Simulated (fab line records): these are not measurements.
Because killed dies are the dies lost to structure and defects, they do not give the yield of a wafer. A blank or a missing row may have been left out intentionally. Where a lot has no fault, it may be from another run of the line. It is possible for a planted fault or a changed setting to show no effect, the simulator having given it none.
Matching of chambers :: flow nandHarc :: pecvd-03 running NHARC_A_CONTACT_DEP_85: 3 sister chambers
The step deposits SiON, target thk 60 nm. 20 wafers are shown with their chamber, then 10 later ones without.

== WAFERS, EACH WITH ITS CHAMBER ==
wafer: L074.1
chamber: 2
susceptorTempC (C): 400.00
heaterPowerW (W): 821

wafer: L074.2
chamber: 0
susceptorTempC (C): 400.03
heaterPowerW (W): 841

wafer: L074.5
chamber: 0
susceptorTempC (C): 399.87
heaterPowerW (W): 829

wafer: L076.1
chamber: 0
susceptorTempC (C): 400.00
heaterPowerW (W): 848

wafer: L076.3
chamber: 2
susceptorTempC (C): 399.84
heaterPowerW (W): 874

wafer: L076.6
chamber: 1
susceptorTempC (C): 399.92
heaterPowerW (W): 756

wafer: L077.1
chamber: 1
susceptorTempC (C): 399.58
heaterPowerW (W): 807

wafer: L077.2
chamber: 2
susceptorTempC (C): 399.87
heaterPowerW (W): 793

wafer: L077.5
chamber: 0
susceptorTempC (C): 400.27
heaterPowerW (W): 871

wafer: L084.1
chamber: 1
susceptorTempC (C): 400.12
heaterPowerW (W): 843

wafer: L084.2
chamber: 0
susceptorTempC (C): 400.02
heaterPowerW (W): 801

wafer: L084.3
chamber: 2
susceptorTempC (C): 399.98
heaterPowerW (W): 790

wafer: L083.2
chamber: 0
susceptorTempC (C): 400.32
heaterPowerW (W): 690

wafer: L083.3
chamber: 1
susceptorTempC (C): 399.63
heaterPowerW (W): 738

wafer: L083.5
chamber: 2
susceptorTempC (C): 400.11
heaterPowerW (W): 864

wafer: L086.2
chamber: 1
susceptorTempC (C): 399.90
heaterPowerW (W): 724

wafer: L086.4
chamber: 0
susceptorTempC (C): 400.18
heaterPowerW (W): 846

wafer: L086.6
chamber: 2
susceptorTempC (C): 400.33
heaterPowerW (W): 808

wafer: L089.2
chamber: 1
susceptorTempC (C): 399.88
heaterPowerW (W): 810

wafer: L089.4
chamber: 0
susceptorTempC (C): 400.32
heaterPowerW (W): 794

SIGNATURES (averages over the wafers above)
reading: susceptorTempC
chamber 0: 400.1262
chamber 1: 399.8383
chamber 2: 400.0217
scatter within a chamber: 0.182

reading: heaterPowerW
chamber 0: 815.00
chamber 1: 779.67
chamber 2: 825.00
scatter within a chamber: 48.4
Rule: a wafer lies at a distance from a chamber equal to the root of the sum of squares, over the readings, of (its reading less the chamber's mean, divided by the reading's scatter). If the next closest chamber is less than 2 further off than the closest, the wafer can't be placed; otherwise it belongs to the closest. How the scatter is found: for the shown wafers, subtract from each reading the mean of its chamber, square and add these, divide the total by (wafers less chambers), then take the root.

== WAFERS WITHOUT THEIR CHAMBER ==
wafer: L089.5
susceptorTempC (C): 400.05
heaterPowerW (W): 822

wafer: L091.2
susceptorTempC (C): 400.04
heaterPowerW (W): 813

wafer: L091.3
susceptorTempC (C): 400.08
heaterPowerW (W): 766

wafer: L091.6
susceptorTempC (C): 399.77
heaterPowerW (W): 860

wafer: L094.1
susceptorTempC (C): 399.85
heaterPowerW (W): 853

wafer: L094.4
susceptorTempC (C): 400.26
heaterPowerW (W): 840

wafer: L094.5
susceptorTempC (C): 400.46
heaterPowerW (W): 731

wafer: L097.1
susceptorTempC (C): 400.05
heaterPowerW (W): 798

wafer: L097.3
susceptorTempC (C): 399.94
heaterPowerW (W): 700

wafer: L097.4
susceptorTempC (C): 399.87
heaterPowerW (W): 705

== THE CHAMBER EACH PASSED THROUGH ==
wafer: L089.5
from the rows above: can't be placed: 2 or 0 or 1
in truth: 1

wafer: L091.2
from the rows above: can't be placed: 2 or 0 or 1
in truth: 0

wafer: L091.3
from the rows above: can't be placed: 0 or 2 or 1
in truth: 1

wafer: L091.6
from the rows above: can't be placed: 2 or 1 or 0
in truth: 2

wafer: L094.1
from the rows above: can't be placed: 2 or 1 or 0
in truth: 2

wafer: L094.4
from the rows above: can't be placed: 0 or 2 or 1
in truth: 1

wafer: L094.5
from the rows above: can't be placed: 0 or 2 or 1
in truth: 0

wafer: L097.1
from the rows above: can't be placed: 0 or 2 or 1
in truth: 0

wafer: L097.3
from the rows above: can't be placed: 1 or 0 or 2
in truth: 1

wafer: L097.4
from the rows above: can't be placed: 1 or 2 or 0
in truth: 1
Placed correctly: 0 of 10. Cannot be placed on the basis of these rows: 10; the candidates contain the true chamber in 10. Wrongly placed: 0.
